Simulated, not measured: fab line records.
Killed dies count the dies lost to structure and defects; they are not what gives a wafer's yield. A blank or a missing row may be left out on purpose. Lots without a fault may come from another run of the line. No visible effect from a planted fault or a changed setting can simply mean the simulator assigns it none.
What tool caused it? | flow nand_harc | 13 lots with 37 wafers sampled at 5 steps, on a route of 1159 steps

## WHAT THE GAUGES READ, wafer by wafer
NHARC_A_CONTACT_CD_MEAS_08: the cd target is 100 nm. Usual: cd_nm at 100.0 nm, with a standard deviation of 0.45.
lot  | measured     | on        | cd_nm (nm)        | flag
L715 | day 17 06:34 | cd_sem-01 | 100.3 100.2 100.1 |
L718 | day 19 00:19 | cd_sem-01 | 100.7 100.8 101.1 |
L719 | day 19 11:35 | cd_sem-01 | 99.7 100.4 99.6   |
L723 | day 21 14:19 | cd_sem-03 | 100.1 100.7 100.2 |
L724 | day 21 14:32 | cd_sem-01 | 100.0 100.0 99.9  |
L721 | day 22 07:02 | cd_sem-01 | 100.6 100.0       |
L728 | day 22 19:00 | cd_sem-03 | 99.7 99.2         |
L731 | day 22 21:25 | cd_sem-02 | 100.2 100.8 100.0 |
L733 | day 22 23:55 | cd_sem-01 | 100.0 99.8 99.9   |
L735 | day 24 00:20 | cd_sem-03 | 100.2 100.3 99.6  |
L734 | day 24 03:02 | cd_sem-02 | 99.6 100.3 100.0  |
L737 | day 24 05:28 | cd_sem-01 | 99.8 99.3 100.0   |
L736 | day 24 15:16 | cd_sem-01 | 100.2 99.8 100.2  |

NHARC_A_CONTACT_CD_MEAS_15. Usual: cd_nm at 90.1 nm, with a standard deviation of 0.5.
lot  | measured     | on        | cd_nm (nm)     | flag
L715 | day 17 09:03 | cd_sem-02 | 90.7 90.2 90.2 |
L718 | day 19 02:50 | cd_sem-02 | 90.0 90.4 90.0 |
L719 | day 19 14:11 | cd_sem-01 | 89.9 90.1 90.3 |
L723 | day 21 17:14 | cd_sem-01 | 89.9 90.0 89.9 |
L724 | day 21 17:06 | cd_sem-03 | 88.6 89.7 89.7 |
L721 | day 22 09:44 | cd_sem-02 | 90.6 90.9      |
L728 | day 22 21:58 | cd_sem-01 | 89.5 89.6      |
L731 | day 23 00:02 | cd_sem-03 | 90.5 90.6 90.6 |
L733 | day 23 02:25 | cd_sem-02 | 90.3 89.8 90.3 |
L735 | day 24 03:56 | cd_sem-03 | 89.8 90.4 89.5 |
L734 | day 24 05:35 | cd_sem-01 | 90.0 90.3 90.8 |
L737 | day 24 09:49 | cd_sem-01 | 89.5 89.6 89.5 |
L736 | day 24 18:05 | cd_sem-02 | 89.5 89.8 90.0 |

NHARC_END_SORT_01. Usual: killed_at_array 28, standard deviation 11; killed_at_other 0.9, standard deviation 1.2; killed_at_periphery 2.6, standard deviation 2.1; killed_dies 31, standard deviation 11; killed_open 3.1, standard deviation 1.7; killed_short 1.9, standard deviation 1.3.
lot  | measured     | on        | killed_at_array | killed_at_other | killed_at_periphery | killed_dies | killed_open | killed_short | flag
L721 | day 24 21:08 | prober-02 | 591 10          | 0 0             | 2 4                 | 593 14      | 2 1         | 3 2          | OFF
L728 | day 26 02:17 | prober-01 | 603 33          | 1 5             | 2 4                 | 606 42      | 3 5         | 4 4          | OFF
L731 | day 26 09:20 | prober-01 | 565 527 39      | 0 1 1           | 2 8 7               | 567 536 47  | 4 4 3       | 4 1 5        | OFF

## WHAT TOOL EACH LOT RAN ON (gives the tool, then ch and the chambers of the sampled wafers, and finally the start)
lot  | NHARC_A_CONTACT_ETCH_89                       | NHARC_A_CONTACT_ETCH_31
L715 | rie_diel-04 ch 1,2,3, day 17 07:20 or earlier | rie_diel-04 ch 2,3, day 17 07:20
L718 | rie_diel-04 ch 0,1, day 19 01:07 or earlier   | rie_diel-04 ch 1,3, day 19 01:07
L719 | rie_diel-13 ch 1,2,3, day 19 12:25 or earlier | rie_diel-13 ch 1,2,3, day 19 12:25
L723 | rie_diel-04 ch 0,3, day 21 15:17 or earlier   | rie_diel-04 ch 0,3, day 21 15:17
L724 | rie_diel-13 ch 0,2,3, day 21 15:25 or earlier | rie_diel-13 ch 2,3, day 21 15:25
L721 | rie_diel-04 ch 0,3, day 22 07:53 or earlier   | rie_diel-04 ch 1,3, day 22 07:53
L728 | rie_diel-04 ch 0,2, day 22 20:16 or earlier   | rie_diel-04 ch 1,3, day 22 20:16
L731 | rie_diel-04 ch 0,2,3, day 22 22:20 or earlier | rie_diel-04 ch 0,1,2, day 22 22:20
L733 | rie_diel-11 ch 2,3, day 23 00:45 or earlier   | rie_diel-11 ch 1,2, day 23 00:45
L735 | rie_diel-13 ch 2,3, day 24 01:40 or earlier   | rie_diel-13 ch 1,2, day 24 01:40
L734 | rie_diel-11 ch 1,2, day 24 03:58 or earlier   | rie_diel-11 ch 0,1,3, day 24 03:58
L737 | rie_diel-13 ch 1,2, day 24 07:07 or earlier   | rie_diel-13 ch 2,3, day 24 07:07
L736 | rie_diel-13 ch 0,2,3, day 24 16:25 or earlier | rie_diel-13 ch 0,2,3, day 24 16:25
- NHARC_A_CONTACT_ETCH_89: etches the open film in N2/H2, target depth 260 nm, time 475.3 s.
- NHARC_A_CONTACT_ETCH_31: etches the open film in O2/COS, target depth 2000 nm, time 520 s.

## AS READ BY THE TOOLS THEMSELVES (means over the sampled wafers that have a number; for cases with no such wafer, the mark the record gives instead)
NHARC_A_CONTACT_ETCH_89. Usual: chamber_pressure_mTorr 30.002 mTorr, standard deviation 0.026; drypump_motor_current_A 5.7 A, standard deviation 0.37; oes_product_au 1.001 a.u., standard deviation 0.0071; rf_vpp_V 429.3 V, standard deviation 2.6; showerhead_plenum_p_Torr 2.00 Torr, standard deviation 0.091; throttle_valve_pct 14.170 %, standard deviation 0.0086.
lot  | tool        | chamber_pressure_mTorr (mTorr) | drypump_motor_current_A (A) | oes_product_au (a.u.) | rf_vpp_V (V) | showerhead_plenum_p_Torr (Torr) | throttle_valve_pct (%) | flag
L715 | rie_diel-04 | 30.007                         | 5.5                         | 0.998                 | 430.2        | 2.03                            | 14.166                 |
L718 | rie_diel-04 | 30.034                         | 5.7                         | 1.001                 | 427.6        | 1.94                            | 14.164                 |
L719 | rie_diel-13 | 30.000                         | 5.9                         | 1.008                 | 429.4        | 2.02                            | 14.164                 |
L723 | rie_diel-04 | 29.997                         | 5.1                         | 1.001                 | 429.3        | 1.99                            | 14.169                 |
L724 | rie_diel-13 | 30.000                         | 5.9                         | 1.000                 | 430.3        | 2.05                            | 14.174                 |
L721 | rie_diel-04 | 30.027                         | 5.2                         | 0.996                 | 428.5        | 1.97                            | 14.166                 |
L728 | rie_diel-04 | 29.986                         | 5.6                         | 1.003                 | 428.4        | 1.95                            | 14.177                 |
L731 | rie_diel-04 | 30.002                         | 5.4                         | 0.996                 | 428.8        | 1.98                            | 14.173                 |
L733 | rie_diel-11 | 30.000                         | 5.8                         | 1.010                 | 428.6        | 1.96                            | 14.174                 |
L735 | rie_diel-13 | 29.981                         | 6.0                         | 1.005                 | 429.4        | 1.98                            | 14.174                 |
L734 | rie_diel-11 | 30.013                         | 5.8                         | 0.996                 | 428.5        | 1.99                            | 14.173                 |
L737 | rie_diel-13 | 30.015                         | 5.5                         | 1.002                 | 427.5        | 1.93                            | 14.174                 |
L736 | rie_diel-13 | 30.014                         | 5.9                         | 0.997                 | 429.7        | 2.04                            | 14.175                 |

NHARC_A_CONTACT_ETCH_31. Usual: chamber_pressure_mTorr 20.000 mTorr, standard deviation 0.018; drypump_motor_current_A 5.7 A, standard deviation 0.4; o2_flow_sccm 399.8 sccm, standard deviation 1.1; oes_product_au 1.001 a.u., standard deviation 0.0068; rf_vpp_V 313.5 V, standard deviation 2; showerhead_plenum_p_Torr 3.08 Torr, standard deviation 0.13; throttle_valve_pct 28.330 %, standard deviation 0.0089.
lot  | tool        | chamber_pressure_mTorr (mTorr) | drypump_motor_current_A (A) | o2_flow_sccm (sccm) | oes_product_au (a.u.) | rf_vpp_V (V) | showerhead_plenum_p_Torr (Torr) | throttle_valve_pct (%) | flag
L715 | rie_diel-04 | 20.016                         | 5.5                         | 400.1               | 0.996                 | 313.9        | 3.10                            | 28.332                 |
L718 | rie_diel-04 | 20.004                         | 5.2                         | 400.1               | 0.990                 | 314.7        | 3.12                            | 28.338                 |
L719 | rie_diel-13 | 19.999                         | 5.9                         | 399.4               | 1.004                 | 313.8        | 3.09                            | 28.336                 |
L723 | rie_diel-04 | 19.989                         | 5.4                         | 398.8               | 0.998                 | 312.9        | 2.99                            | 28.330                 |
L724 | rie_diel-13 | 19.989                         | 6.2                         | 399.7               | 0.995                 | 315.1        | 3.19                            | 28.334                 |
L721 | rie_diel-04 | 19.995                         | 5.5                         | 399.0               | 0.925                 | 313.2        | 3.10                            | 28.329                 | OFF
L728 | rie_diel-04 | 20.016                         | 5.3                         | 399.6               | 0.922                 | 314.4        | 3.10                            | 28.333                 | OFF
L731 | rie_diel-04 | 20.000                         | 5.7                         | 400.6               | 0.900                 | 313.8        | 3.03                            | 28.329                 | OFF
L733 | rie_diel-11 | 20.008                         | 5.8                         | 399.7               | 1.001                 | 313.4        | 3.05                            | 28.334                 |
L735 | rie_diel-13 | 19.994                         | 5.5                         | 400.1               | 1.004                 | 311.7        | 2.97                            | 28.328                 |
L734 | rie_diel-11 | 19.998                         | 5.6                         | 399.0               | 1.006                 | 314.9        | 3.17                            | 28.326                 |
L737 | rie_diel-13 | 19.996                         | 6.3                         | 398.6               | 1.005                 | 314.5        | 3.18                            | 28.329                 |
L736 | rie_diel-13 | 20.001                         | 5.9                         | 398.9               | 1.002                 | 314.7        | 3.12                            | 28.333                 |

## THE ANSWER, worked out from the rows above alone
Rule: a lot is off if the mean of its wafers that have a number lies more than 3 standard deviations from the usual mean. A lot without any number at a reading at which 4 lots or more have one is off too. All remaining lots with rows at the step are treated as sound. The gauges are gone through in route order, then the tools' own readings, and for those a lot's mean is taken as printed above. At the first step where some lot is off, the reading lying furthest off is the one used; lots without a number count as furthest.
Off: L721, L728, L731 (NHARC_END_SORT_01, killed_dies). Neither off nor sound, because the step has no rows for them: L715, L718, L719, L723, L724, L733, L735, L734, L737, L736.
If a tool, at a process step before that reading, ran all the lots that are off and no sound lot after the first of them, it fits. The gauges at NHARC_END_SORT_01 aren't tried: what is off there is off at NHARC_A_CONTACT_ETCH_31 too, on other tools, and a gauge's error can't cause that. With no start given for some of its lots, NHARC_A_CONTACT_ETCH_89 uses the hours and lot order of NHARC_A_CONTACT_ETCH_31. One candidate fits, namely rie_diel-04 at NHARC_A_CONTACT_ETCH_89 and NHARC_A_CONTACT_ETCH_31. It ran no sound lot before its first lot that is off in this sample, so the start can't be narrowed down.

## WHAT THE SIMULATOR HAD PUT IN
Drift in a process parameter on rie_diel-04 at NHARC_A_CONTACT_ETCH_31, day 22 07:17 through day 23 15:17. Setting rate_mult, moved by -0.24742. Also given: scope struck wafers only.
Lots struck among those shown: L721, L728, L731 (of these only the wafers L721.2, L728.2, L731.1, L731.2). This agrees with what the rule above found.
